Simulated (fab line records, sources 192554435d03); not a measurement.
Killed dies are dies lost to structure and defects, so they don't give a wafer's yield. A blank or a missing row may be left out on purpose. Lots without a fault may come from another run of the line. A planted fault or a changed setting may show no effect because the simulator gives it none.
A struck lot beside a sound one | flow n5_finfet | 14 steps out of a route of 1938
Sound: wafers L407.1, L407.3, L407.5. Struck: wafer L416.6. (L416.1, L416.3 of the same lot were not struck and are left out.) The cause comes at the end.
At each step with rows: each side's tool, then ch and its chambers, then its first start. Under that, the readings that differ: sound wafers | struck wafers | difference of the means | sigmas: that difference in standard deviations of wafers without a fault.
alike: readings whose means differ by less than 2 such deviations, and words and numbers that are the same on both sides. not compared: withheld readings, readings that some wafer has no value for, bounds like >300 that may hide the same value, and numbers for which the record gives no deviation and whose values overlap.
The two part at a step that has a row with sigmas, a row that says differs or no value, or rows on one side only. Numbers that don't overlap but have no deviation are shown without sigmas and don't part them. A reading that every wafer of one side lacks parts them only if that side has two wafers or more.

first, 3 steps without rows for these wafers: N5_BEOL_M6_EXPOSE_25 (exposes mask V5, target cd 40 nm); N5_BEOL_M6_PEB_26 (peb time 60 s); N5_BEOL_M6_DEVELOP_27 (develop time 30 s).
N5_BEOL_M6_CD_MEAS_28: target cd 40 nm.
  sound on cd_sem-01 ch 0, day 8 17:34; struck on cd_sem-01 ch 0, day 11 01:43
  alike: cd_nm
N5_BEOL_M6_OVL_MEAS_29:
  sound on overlay-02 ch 0, day 8 17:35; struck on overlay-01 ch 0, day 11 01:45
  alike: V5_OVL
N5_BEOL_M6_INSPECT_30: inspects for defects (brightfield).
  sound on defect_inspect-02, day 8 17:39; struck on defect_inspect-02, day 11 01:49
  alike: raw_defect_count
N5_BEOL_M6_DESCUM_33: chemistry O2, time 7 s.
  sound on rie_diel-05 ch 2,3, day 8 17:44; struck on rie_diel-06 ch 0, day 11 01:50
  alike: drypump_motor_current_A, oes_product_au, rf_vpp_V, showerhead_plenum_p_Torr, throttle_valve_pct
  not compared: rf_hours_counter_h
N5_BEOL_M6_ETCH_72: etches underlayer in N2/H2, target depth 6.5 nm, time 5.2 s.
  sound on rie_diel-05 ch 2,3, day 8 17:46; struck on rie_diel-06 ch 0, day 11 01:52
  alike: drypump_motor_current_A, etch_rf_on_time_s, oes_product_au, rf_vpp_V, showerhead_plenum_p_Torr, throttle_valve_pct
  not compared: rf_hours_counter_h
N5_BEOL_M6_ETCH_65: etches SiARC in CF4, target depth 15.6 nm, time 26 s.
  sound on rie_diel-05 ch 2,3, day 8 17:47; struck on rie_diel-06 ch 0, day 11 01:53
  alike: drypump_motor_current_A, etch_rf_on_time_s, oes_product_au, rf_vpp_V, showerhead_plenum_p_Torr, throttle_valve_pct
  not compared: rf_hours_counter_h
N5_BEOL_M6_ETCH_66: etches SOC in N2/H2, target depth 80 nm, overetch 16 nm, time 120 s.
  sound on rie_diel-05 ch 2,3, day 8 17:49; struck on rie_diel-06 ch 0, day 11 01:55
  reading          | sound             | struck | difference | sigmas
  run_length_s (s) | 143.2 142.5 142.9 | 143.8  | +0.9       | +2
  alike: drypump_motor_current_A, oes_product_au, rf_vpp_V, showerhead_plenum_p_Torr, throttle_valve_pct
  not compared: rf_hours_counter_h
then, 2 steps without rows for these wafers: N5_BEOL_M6_STRIP_69 (strips in N2/H2); N5_BEOL_M6_STRIP_73 (strips in N2/H2).
N5_BEOL_M6_VIA_ETCH_34: etches SiCOH lowk in C4F6/O2, target depth 126.3 nm, time 50.9 s.
  sound on rie_diel-05 ch 2,3, day 8 17:55; struck on rie_diel-06 ch 0, day 11 02:01
  reading                                  | sound             | struck | difference | sigmas
  run_length_s (s)                         | 74.2 74.0 73.4    | 81.7   | +7.8       | +15
  model.etch.depth_nm (nm)                 | 128.4 128.2 127.4 | 144.1  | +16.1      |
  model.SOC_of_BEOL_M6_COAT_63.thk_nm (nm) | 54.4 54 54.4      | 53     | -1         |
  alike: drypump_motor_current_A, oes_product_au, rf_vpp_V, showerhead_plenum_p_Torr, throttle_valve_pct
  not compared: rf_hours_counter_h
then, 1 step without rows for these wafers: N5_BEOL_M6_STRIP_76 (strips in C4F6/O2).

WHERE THEY PART
First at N5_BEOL_M6_ETCH_66; last, within this record, at N5_BEOL_M6_VIA_ETCH_34.

WHY: what the simulator had put in
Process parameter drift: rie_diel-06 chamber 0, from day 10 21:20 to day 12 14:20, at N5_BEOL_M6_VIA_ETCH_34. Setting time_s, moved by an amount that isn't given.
